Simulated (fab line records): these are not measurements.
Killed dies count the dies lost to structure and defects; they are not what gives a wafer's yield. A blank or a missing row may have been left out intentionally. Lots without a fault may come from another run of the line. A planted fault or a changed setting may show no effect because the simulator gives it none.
Matching of chambers -- flow nand_harc -- NHARC_A_CHANNEL_FILL_D2_CMP_10 on cmp-02 has 4 sister chambers
The step polishes, target thk 150 nm. 16 wafers are shown with their chamber, then 8 later ones without.

WAFERS, EACH WITH ITS CHAMBER
wafer,chamber,motor_current_A (A),slurry_filter_dp_kPa (kPa),time_to_endpoint_s (s)
L074.4,0,11.7,13.49,17.3
L074.5,3,11.5,13.49,17.9
L074.6,0,11.1,13.68,18.2
L077.1,2,13.0,13.34,19.6
L077.2,1,12.1,13.48,19.2
L077.3,0,11.4,13.57,21.6
L079.1,2,12.5,13.44,18.8
L079.2,0,11.2,13.68,17.1
L079.4,3,11.0,13.47,16.3
L082.1,0,11.3,13.49,14.5
L082.3,1,12.0,13.57,12.1
L082.6,3,11.6,13.60,13.8
L089.2,0,11.8,13.60,13.9
L089.4,2,13.5,13.53,16.1
L089.5,3,11.0,13.61,14.6
L092.2,1,12.6,13.46,9.2

SIGNATURES (averages over the wafers above)
reading,chamber 0,chamber 1,chamber 2,chamber 3,scatter within a chamber
motor_current_A,11.417,12.233,13.000,11.275,0.342
slurry_filter_dp_kPa,13.5850,13.5033,13.4367,13.5425,0.0803
time_to_endpoint_s,17.100,13.500,18.167,15.650,3
Rule: for a wafer and a chamber, the distance is found by dividing, reading by reading, the gap between the wafer's reading and the chamber's mean by the reading's scatter, squaring, summing and taking the root. If the next closest chamber is less than 2 further off than the closest, the wafer can't be placed; otherwise it belongs to the closest. The scatter: take each reading less its chamber's mean, square it, sum over the shown wafers, divide by the number of wafers less the number of chambers, and take the root.

WAFERS WHOSE CHAMBER IS MISSING
wafer,motor_current_A (A),slurry_filter_dp_kPa (kPa),time_to_endpoint_s (s)
L092.4,11.5,13.31,14.3
L092.6,12.1,13.43,12.8
L095.2,13.0,13.63,15.1
L095.4,11.0,13.50,14.3
L095.6,12.5,13.55,14.4
L096.1,12.1,13.44,15.9
L096.2,13.6,13.48,16.9
L096.3,11.4,13.51,16.3

WHICH CHAMBER EACH WENT THROUGH
wafer,from the rows above,in truth
L092.4,can't be placed: 3 or 1 or 0 or 2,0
L092.6,can't be placed: 1 or 3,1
L095.2,can't be placed: 2 or 1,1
L095.4,can't be placed: 3 or 0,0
L095.6,can't be placed: 1 or 2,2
L096.1,can't be placed: 1 or 0 or 3 or 2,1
L096.2,2,2
L096.3,can't be placed: 3 or 0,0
Placed correctly: 1 of 8. Cannot be placed on the basis of these rows: 7; the candidates contain the true chamber in 7. Number placed wrongly: 0.
